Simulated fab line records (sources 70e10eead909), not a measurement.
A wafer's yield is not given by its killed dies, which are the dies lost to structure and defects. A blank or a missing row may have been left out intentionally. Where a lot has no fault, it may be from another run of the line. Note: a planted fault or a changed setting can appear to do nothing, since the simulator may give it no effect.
Matching of chambers ; flow nandHarc ; NHARC_P_M2_DESCUM_14 on rieDiel-03: 4 sister chambers
The step chemistry O2, time 3 s. 14 wafers are shown with their chamber, then 7 later ones without.

WAFERS WITH THEIR CHAMBER
wafer;chamber;showerheadPlenumPTorr (Torr);oesProductAu (a.u.);rfVppV (V)
L078.1;1;1.96;1.002;57.2
L078.2;2;1.82;1.009;58.1
L078.5;3;1.79;1.017;56.9
L080.1;3;1.79;0.996;57.7
L080.4;0;1.86;0.993;57.7
L080.6;3;1.79;1.000;57.4
L093.1;1;1.96;0.993;58.7
L093.2;3;1.79;1.009;57.5
L093.3;2;1.81;1.014;57.4
L092.1;2;1.81;1.016;57.1
L092.3;3;1.79;0.995;56.9
L092.5;1;1.96;0.993;58.7
L094.3;2;1.81;1.013;56.3
L094.4;1;1.96;1.000;58.2

SIGNATURES, as means of the wafers listed above
reading;chamber 0;chamber 1;chamber 2;chamber 3;scatter within a chamber
showerheadPlenumPTorr;1.8600;1.9600;1.8125;1.7900;0.00274
oesProductAu;0.99300;0.99700;1.01300;1.00340;0.00667
rfVppV;57.700;58.200;57.225;57.280;0.608
Rule: distance of a wafer from a chamber = root of the sum over the readings of ((wafer's reading minus chamber's mean) / reading's scatter) squared. The wafer belongs to the nearest chamber; if the next one is less than 2 further off, it can't be placed. How the scatter is found: for the shown wafers, subtract from each reading the mean of its chamber, square and add these, divide the total by (wafers less chambers), then take the root.

WAFERS WHOSE CHAMBER IS MISSING
wafer;showerheadPlenumPTorr (Torr);oesProductAu (a.u.);rfVppV (V)
L094.6;1.81;1.006;57.4
L095.3;1.96;0.994;56.5
L095.5;1.81;1.008;57.6
L095.6;1.96;0.990;58.6
L097.1;1.78;1.003;56.9
L097.2;1.85;1.001;56.7
L097.6;1.95;0.995;57.6

EACH ONE'S CHAMBER
wafer;from the rows above;in truth
L094.6;2;2
L095.3;1;1
L095.5;2;2
L095.6;1;1
L097.1;3;3
L097.2;0;0
L097.6;1;1
Correctly placed: 7 of 7. Left unplaced by these rows: 0. Wrongly placed: 0.
